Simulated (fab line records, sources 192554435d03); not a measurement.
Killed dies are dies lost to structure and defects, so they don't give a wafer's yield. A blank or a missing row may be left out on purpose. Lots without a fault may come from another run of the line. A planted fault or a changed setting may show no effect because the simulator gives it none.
Chamber matching | flow n5_finfet | N5_SDB_HM_DEP_00 on pecvd-04: 3 sister chambers
The step deposits SiNx from SiH4/NH3/N2, target thk 40 nm, time 35.3 s. 20 wafers are shown with their chamber, then 10 later ones without.

WAFERS WITH THEIR CHAMBER
wafer  | chamber | showerhead_plenum_p_Torr (Torr) | throttle_valve_pct (%) | heater_power_w (W)
L075.2 | 1       | 5.00                            | 40.3                   | 565
L075.4 | 0       | 5.09                            | 37.8                   | 584
L075.6 | 2       | 5.29                            | 40.3                   | 814
L076.1 | 0       | 5.09                            | 38.0                   | 604
L076.2 | 1       | 4.99                            | 40.0                   | 526
L076.4 | 1       | 5.00                            | 40.4                   | 531
L077.1 | 0       | 5.08                            | 37.8                   | 569
L077.2 | 1       | 5.02                            | 40.5                   | 584
L077.5 | 0       | 5.08                            | 37.8                   | 578
L078.2 | 1       | 5.00                            | 39.9                   | 587
L078.4 | 0       | 5.09                            | 38.2                   | 643
L078.6 | 2       | 5.28                            | 40.2                   | 752
L080.3 | 0       | 5.11                            | 38.0                   | 621
L080.5 | 2       | 5.28                            | 40.2                   | 864
L080.6 | 0       | 5.09                            | 38.0                   | 624
L086.2 | 2       | 5.28                            | 40.3                   | 765
L086.3 | 0       | 5.09                            | 38.2                   | 644
L086.6 | 1       | 5.02                            | 40.2                   | 585
L087.1 | 2       | 5.28                            | 40.3                   | 887
L087.3 | 1       | 5.00                            | 40.2                   | 578

SIGNATURES (means of the wafers above)
reading                  | chamber 0 | chamber 1 | chamber 2 | scatter within a chamber
showerhead_plenum_p_Torr | 5.0900    | 5.0043    | 5.2820    | 0.00924
throttle_valve_pct       | 37.975    | 40.214    | 40.260    | 0.167
heater_power_w           | 608.38    | 565.14    | 816.40    | 37.6
Rule: a wafer's distance from a chamber is the root of the sum, over the readings, of the square of ((its reading less the chamber's mean) divided by the reading's scatter). The wafer belongs to the nearest chamber; if the next one is less than 2 further off, it can't be placed. The scatter: the root of (the sum of the squares of (reading less its chamber's mean) over the shown wafers, divided by (wafers less chambers)).

WAFERS WITHOUT THEIR CHAMBER
wafer  | showerhead_plenum_p_Torr (Torr) | throttle_valve_pct (%) | heater_power_w (W)
L087.6 | 5.28                            | 40.2                   | 899
L089.1 | 5.29                            | 40.3                   | 773
L089.5 | 5.01                            | 40.3                   | 538
L089.6 | 5.28                            | 40.4                   | 809
L090.1 | 5.00                            | 40.6                   | 573
L090.3 | 5.29                            | 40.5                   | 919
L090.4 | 5.02                            | 40.2                   | 556
L097.1 | 5.00                            | 40.1                   | 489
L097.3 | 5.09                            | 38.3                   | 653
L097.5 | 5.02                            | 40.0                   | 497

WHICH CHAMBER EACH WENT THROUGH
wafer  | from the rows above | in truth
L087.6 | 2                   | 2
L089.1 | 2                   | 2
L089.5 | 1                   | 1
L089.6 | 2                   | 2
L090.1 | 1                   | 1
L090.3 | 2                   | 2
L090.4 | 1                   | 1
L097.1 | 1                   | 1
L097.3 | 0                   | 0
L097.5 | 1                   | 1
Placed correctly: 10 of 10. Can't be placed from these rows: 0. Placed wrongly: 0.
